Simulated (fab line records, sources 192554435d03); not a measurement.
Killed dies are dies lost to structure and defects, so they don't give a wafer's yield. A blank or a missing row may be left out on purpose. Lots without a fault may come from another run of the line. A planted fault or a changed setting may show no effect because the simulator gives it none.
Chamber matching | flow n5_finfet | N5_BEOL_M0_CUTY_DESCUM_61 on rie_diel-02: 4 sister chambers
The step chemistry O2, time 7.9 s. 22 wafers are shown with their chamber, then 11 later ones without.

WAFERS WITH THEIR CHAMBER
wafer  | chamber | showerhead_plenum_p_Torr (Torr) | drypump_motor_current_A (A) | throttle_valve_pct (%)
L075.2 | 3       | 2.16                            | 5.6                         | 20.24
L075.4 | 1       | 2.02                            | 5.7                         | 20.23
L075.6 | 0       | 2.08                            | 5.3                         | 20.21
L076.1 | 1       | 2.01                            | 5.7                         | 20.23
L076.2 | 0       | 2.08                            | 5.3                         | 20.21
L076.5 | 0       | 2.08                            | 5.3                         | 20.20
L079.1 | 3       | 2.16                            | 5.7                         | 20.24
L079.2 | 2       | 1.98                            | 5.9                         | 20.63
L079.6 | 3       | 2.16                            | 5.6                         | 20.26
L080.1 | 2       | 1.98                            | 5.9                         | 20.63
L080.3 | 3       | 2.16                            | 5.7                         | 20.27
L080.6 | 3       | 2.16                            | 5.7                         | 20.25
L081.3 | 1       | 2.01                            | 5.7                         | 20.27
L081.4 | 2       | 1.98                            | 5.9                         | 20.64
L081.5 | 2       | 1.98                            | 5.9                         | 20.63
L083.1 | 2       | 1.98                            | 5.9                         | 20.63
L083.5 | 2       | 1.98                            | 5.9                         | 20.65
L083.6 | 1       | 2.01                            | 5.7                         | 20.26
L088.1 | 3       | 2.15                            | 5.6                         | 20.29
L088.2 | 2       | 1.97                            | 5.9                         | 20.66
L088.5 | 3       | 2.15                            | 5.6                         | 20.30
L091.3 | 3       | 2.15                            | 5.6                         | 20.28

SIGNATURES (means of the wafers above)
reading                  | chamber 0 | chamber 1 | chamber 2 | chamber 3 | scatter within a chamber
showerhead_plenum_p_Torr | 2.0800    | 2.0125    | 1.9786    | 2.1562    | 0.0044
drypump_motor_current_A  | 5.300     | 5.700     | 5.900     | 5.638     | 0.0323
throttle_valve_pct       | 20.2067   | 20.2475   | 20.6386   | 20.2662   | 0.018
Rule: a wafer's distance from a chamber is the root of the sum, over the readings, of the square of ((its reading less the chamber's mean) divided by the reading's scatter). The wafer belongs to the nearest chamber; if the next one is less than 2 further off, it can't be placed. The scatter: the root of (the sum of the squares of (reading less its chamber's mean) over the shown wafers, divided by (wafers less chambers)).

WAFERS WITHOUT THEIR CHAMBER
wafer  | showerhead_plenum_p_Torr (Torr) | drypump_motor_current_A (A) | throttle_valve_pct (%)
L091.5 | 1.97                            | 5.9                         | 20.67
L091.6 | 2.00                            | 5.7                         | 20.27
L093.1 | 1.97                            | 5.9                         | 20.69
L093.4 | 2.00                            | 5.7                         | 20.29
L093.5 | 1.97                            | 5.9                         | 20.67
L094.1 | 2.00                            | 5.7                         | 20.30
L094.5 | 2.07                            | 5.3                         | 20.25
L094.6 | 1.97                            | 5.9                         | 20.70
L095.2 | 1.96                            | 5.9                         | 20.68
L095.3 | 2.06                            | 5.3                         | 20.26
L095.5 | 1.97                            | 5.9                         | 20.68

WHICH CHAMBER EACH WENT THROUGH
wafer  | from the rows above | in truth
L091.5 | 2                   | 2
L091.6 | 1                   | 1
L093.1 | 2                   | 2
L093.4 | 1                   | 1
L093.5 | 2                   | 2
L094.1 | 1                   | 1
L094.5 | 0                   | 0
L094.6 | 2                   | 2
L095.2 | 2                   | 2
L095.3 | 0                   | 0
L095.5 | 2                   | 2
Placed correctly: 11 of 11. Can't be placed from these rows: 0. Placed wrongly: 0.
